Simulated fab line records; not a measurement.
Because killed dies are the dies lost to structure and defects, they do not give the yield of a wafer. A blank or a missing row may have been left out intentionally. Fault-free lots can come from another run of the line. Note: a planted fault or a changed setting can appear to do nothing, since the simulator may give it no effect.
Split-lot study :: flow n5-finfet :: 21 wafers read across 7 lots, on a route 1938 steps long

== SPLIT DETAILS ==
At N5_BEOL_M13_TRENCH_ETCH_34 (etches SiOC in C4F8/O2/Ar, target depth 413.47 nm, time 162.6 s), the setting time-s was moved away from the recipe's 162.6 s on 5 of the 21 wafers read, by -7.4% to +19.5%. For the rest of the wafers, this setting stayed at what the recipe calls for.

== FROM THE SPLIT TO THE READING: what the file shows between them, 10 steps ==
- N5_BEOL_M13_STRIP_70: strips in C4F8/O2/Ar
- N5_BEOL_M13_OCD_MEAS_35
- N5_BEOL_M13_STRIP_37: strips in N2/H2
- N5_BEOL_M13_ETCH_38: etches SiCN in CF4/N2, target depth 67.5 nm, time 71.9 s
- N5_BEOL_M13_ECD_47: material Cu, target thk 936 nm
- N5_BEOL_M13_ANNEAL_48: time 90 s
- N5_BEOL_M13_CMP_49: polishes, stops on SiOC, t overpolish 17.1 s, target thk 420 nm
- N5_BEOL_M13_THK_MEAS_50: measures by xrf
- N5_BEOL_M13_PRE_CLEAN_52: time 15 s
- N5_BEOL_M13_DEP_53: deposits SiCN from 3MS/NH3, target thk 50 nm, time 17.8 s

== THE READING ==
M13_RS, in ohm/sq, at N5_BEOL_M13_RS_MEAS_54 (measures by four-point-probe). Fault-free wafers of this fab line usually give 0.0446 ohm/sq, standard deviation 0.00065 ohm/sq.

wafer: L074.1
tool, chamber at the split: rie-diel-06, 3
time-s as run, s: 162.6
against the recipe: recipe
M13_RS, ohm/sq: 0.0458
against lot-mates on the recipe: -

wafer: L074.2
tool, chamber at the split: rie-diel-06, 2
time-s as run, s: 162.6
against the recipe: recipe
M13_RS, ohm/sq: 0.0443
against lot-mates on the recipe: -

wafer: L074.5
tool, chamber at the split: rie-diel-06, 0
time-s as run, s: 186.8
against the recipe: +14.9%
M13_RS, ohm/sq: 0.0392
against lot-mates on the recipe: -0.0059

wafer: L078.1
tool, chamber at the split: rie-diel-06, 1
time-s as run, s: 162.6
against the recipe: recipe
M13_RS, ohm/sq: 0.0450
against lot-mates on the recipe: -

wafer: L078.3
tool, chamber at the split: rie-diel-06, 0
time-s as run, s: 150.5
against the recipe: -7.4%
M13_RS, ohm/sq: 0.0490
against lot-mates on the recipe: +0.0040

wafer: L078.4
tool, chamber at the split: rie-diel-06, 3
time-s as run, s: 150.5
against the recipe: -7.4%
M13_RS, ohm/sq: 0.0504
against lot-mates on the recipe: +0.0054

wafer: L079.1
tool, chamber at the split: rie-diel-04, 0,2
time-s as run, s: 162.6
against the recipe: recipe
M13_RS, ohm/sq: 0.0437
against lot-mates on the recipe: -

wafer: L079.2
tool, chamber at the split: rie-diel-04, 0,2
time-s as run, s: 162.6
against the recipe: recipe
M13_RS, ohm/sq: 0.0439
against lot-mates on the recipe: -

wafer: L079.6
tool, chamber at the split: rie-diel-04, 2
time-s as run, s: 151.2
against the recipe: -7.0%
M13_RS, ohm/sq: 0.0470
against lot-mates on the recipe: +0.0032

wafer: L080.4
tool, chamber at the split: rie-diel-04, 3
time-s as run, s: 162.6
against the recipe: recipe
M13_RS, ohm/sq: 0.0449
against lot-mates on the recipe: -

wafer: L080.5
tool, chamber at the split: rie-diel-04, 2
time-s as run, s: 162.6
against the recipe: recipe
M13_RS, ohm/sq: 0.0441
against lot-mates on the recipe: -

wafer: L080.6
tool, chamber at the split: rie-diel-04, 1
time-s as run, s: 162.6
against the recipe: recipe
M13_RS, ohm/sq: 0.0448
against lot-mates on the recipe: -

wafer: L084.2
tool, chamber at the split: rie-diel-06, 0
time-s as run, s: 162.6
against the recipe: recipe
M13_RS, ohm/sq: 0.0455
against lot-mates on the recipe: -

wafer: L084.3
tool, chamber at the split: rie-diel-06, 1
time-s as run, s: 162.6
against the recipe: recipe
M13_RS, ohm/sq: 0.0440
against lot-mates on the recipe: -

wafer: L084.4
tool, chamber at the split: rie-diel-06, 1
time-s as run, s: 162.6
against the recipe: recipe
M13_RS, ohm/sq: 0.0441
against lot-mates on the recipe: -

wafer: L089.2
tool, chamber at the split: rie-diel-02, 0
time-s as run, s: 194.3
against the recipe: +19.5%
M13_RS, ohm/sq: 0.0365
against lot-mates on the recipe: -0.0086

wafer: L089.3
tool, chamber at the split: rie-diel-02, 1
time-s as run, s: 162.6
against the recipe: recipe
M13_RS, ohm/sq: 0.0457
against lot-mates on the recipe: -

wafer: L089.4
tool, chamber at the split: rie-diel-02, 2
time-s as run, s: 162.6
against the recipe: recipe
M13_RS, ohm/sq: 0.0444
against lot-mates on the recipe: -

wafer: L091.1
tool, chamber at the split: rie-diel-04, 2
time-s as run, s: 162.6
against the recipe: recipe
M13_RS, ohm/sq: 0.0443
against lot-mates on the recipe: -

wafer: L091.2
tool, chamber at the split: rie-diel-04, 0
time-s as run, s: 162.6
against the recipe: recipe
M13_RS, ohm/sq: 0.0444
against lot-mates on the recipe: -

wafer: L091.6
tool, chamber at the split: rie-diel-04, 3
time-s as run, s: 162.6
against the recipe: recipe
M13_RS, ohm/sq: 0.0439
against lot-mates on the recipe: -
Rows listing several chambers each stand for several wafers; the file does not say which wafer went through which chamber.

THE FIT
A straight line over all 21 wafers: M13_RS changes by -0.000438 ohm/sq for each +1% of time-s; r = -0.95; the points scatter about the line by 0.00091 ohm/sq.
The same after taking each lot's own level away (the mean of its wafers on the recipe; 21 wafers): -0.000458 ohm/sq for each +1%; r = -0.97; scatter 0.00067 ohm/sq.
On that fit, the largest move of time-s shifts the reading by 0.0089 ohm/sq.
Measured against the standard deviation above, the lots' own levels, which go from 0.04380 to 0.04505 ohm/sq, span 1.9 times it.
The two slopes agree, so the slope changes little with the lot-to-lot level.
Check: with one of the wafers moved furthest among these (+19.5%) left out of the fit, the line predicts -0.00894 ohm/sq for it against its lot-mates. It came out at -0.00855 ohm/sq against them.

== ADDITIONAL SPLITS CARRIED BY THESE WAFERS ==
Other splits were also applied to these wafers ahead of the reading. Each is held against what the fit with the lots' levels taken away leaves over:
other split on the same wafers: N5_BEOL_M12_DEP_53 time-s
wafers away from the commonest value: 6
r with M13_RS (lot level and that fit taken away): -0.02

== THE WHOLE CHAIN: every reading that the file lists as answering this split, in the file's order ==
step: N5_BEOL_M13_TRENCH_ETCH_34
what it does: etches SiOC in C4F8/O2/Ar, target depth 413.47 nm, time 162.6 s
reading: etch.depth-nm (the simulator's own value, which no gauge read)
change (the file's fit): +4.63 nm for each +1% of the setting
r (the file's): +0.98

step: N5_BEOL_M13_OCD_MEAS_35
what it does: 
reading: trench-depth-nm
change (the file's fit): +4.63 nm for each +1% of the setting
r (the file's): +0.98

step: N5_BEOL_M13_CMP_49
what it does: polishes, stops on SiOC, t overpolish 17.1 s, target thk 420 nm
reading: Cu_of_BEOL_M13_ECD_47.thk-nm (the simulator's own value, which no gauge read)
change (the file's fit): +4.59 nm for each +1% of the setting
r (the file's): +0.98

step: N5_BEOL_M13_THK_MEAS_50
what it does: measures by xrf
reading: M13_THK
change (the file's fit): +4.52 for each +1% of the setting
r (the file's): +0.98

step: N5_BEOL_M13_RS_MEAS_54
what it does: measures by four-point-probe
reading: M13_RS
change (the file's fit): -0.000443 for each +1% of the setting
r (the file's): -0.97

== FILE'S OWN FIT ==
M13_RS changes by -0.000443 ohm/sq for each +1% of time-s, r = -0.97.
